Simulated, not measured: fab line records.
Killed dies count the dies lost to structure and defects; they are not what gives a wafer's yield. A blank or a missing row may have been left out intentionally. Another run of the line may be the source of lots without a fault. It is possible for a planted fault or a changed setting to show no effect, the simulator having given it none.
The same fault as seen by 2 desks / flow nand-harc / only its own numbers are on each desk; what lay behind them is given at the end

FROM THE METROLOGY DESK
What the gauges read, lot by lot, whatever tool the lot ran on: means of the sampled wafers that have a number. Any lot whose mean is over 4 standard deviations away from the usual mean is out of limits and marked OUT; that distance is given in the brackets.
Columns: A = cd-nm at NHARC_P_GATE_CD_MEAS_59, usual 720.1 nm
lot=L752; first seen here=day 5 07:20; A=720.0
lot=L751; first seen here=day 5 08:09; A=719.6
lot=L754; first seen here=day 6 01:53; A=718.0
lot=L755; first seen here=day 6 03:47; A=718.8
lot=L753; first seen here=day 6 08:10; A=718.1
lot=L757; first seen here=day 6 13:05; A=717.5
lot=L756; first seen here=day 6 13:28; A=717.8
lot=L758; first seen here=day 7 05:29; A=720.0
lot=L759; first seen here=day 7 07:50; A=718.7
lot=L763; first seen here=day 8 13:32; A=722.3
lot=L765; first seen here=day 8 23:47; A=719.5
lot=L766; first seen here=day 9 06:42; A=721.5
lot=L773; first seen here=day 10 17:11; A=721.2
This desk found nothing out of limits on any of the 13 lots.

THE TOOL OWNER'S DESK: litho-track-02
The tool's own readings at NHARC_P_ZERO_WELL_PEB_09 (peb time 80 s): means of the sampled wafers that have a number, for each lot that ran on this tool. Any lot whose mean is over 4 standard deviations away from the usual mean is out of limits and marked OUT; that distance is given in the brackets.
Columns: A = exhaust-pa at NHARC_P_ZERO_WELL_PEB_09, usual 44.8 Pa; B = plate-temp-C at NHARC_P_ZERO_WELL_PEB_09, usual 128.00 C
lot=L754; first seen here=day 2 07:02; A=44.8; B=128.16
lot=L755; first seen here=day 2 13:10; A=44.9; B=127.98
lot=L756; first seen here=day 2 19:09; A=44.7; B=128.17
lot=L757; first seen here=day 3 01:23; A=44.1; B=128.01
lot=L758; first seen here=day 3 07:09; A=44.1; B=128.00
lot=L763; first seen here=day 4 13:02; A=45.2; B=128.70 (+5.4) OUT
lot=L765; first seen here=day 5 01:02; A=45.3; B=128.75 (+5.8) OUT
lot=L766; first seen here=day 5 07:22; A=45.0; B=128.66 (+5.1) OUT
Finding of this desk: L763, L765, L766 out of limits; the first was L763 at day 4 13:02, on plate-temp-C at NHARC_P_ZERO_WELL_PEB_09. L754, L755, L756, L757, L758 stayed within limits.

ALL TOGETHER
At day 4 13:02, on L763, L765, L766, the tool owner's desk was in a position to raise an alarm.
From the metrology desk's view, nothing was out of limits.
The metrology desk holds a record of L763, L765, L766, inside its limits.
On litho-track-02, each named lot ran NHARC_P_ZERO_WELL_PEB_09.

WHAT THE SIMULATOR PUT IN
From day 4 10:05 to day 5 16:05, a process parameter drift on litho-track-02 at NHARC_P_ZERO_WELL_PEB_09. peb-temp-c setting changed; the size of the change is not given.
Struck lots among those shown: L763, L765, L766.
Hours from the fault's start to each desk's first reading out of limits: the tool owner's desk, 3.
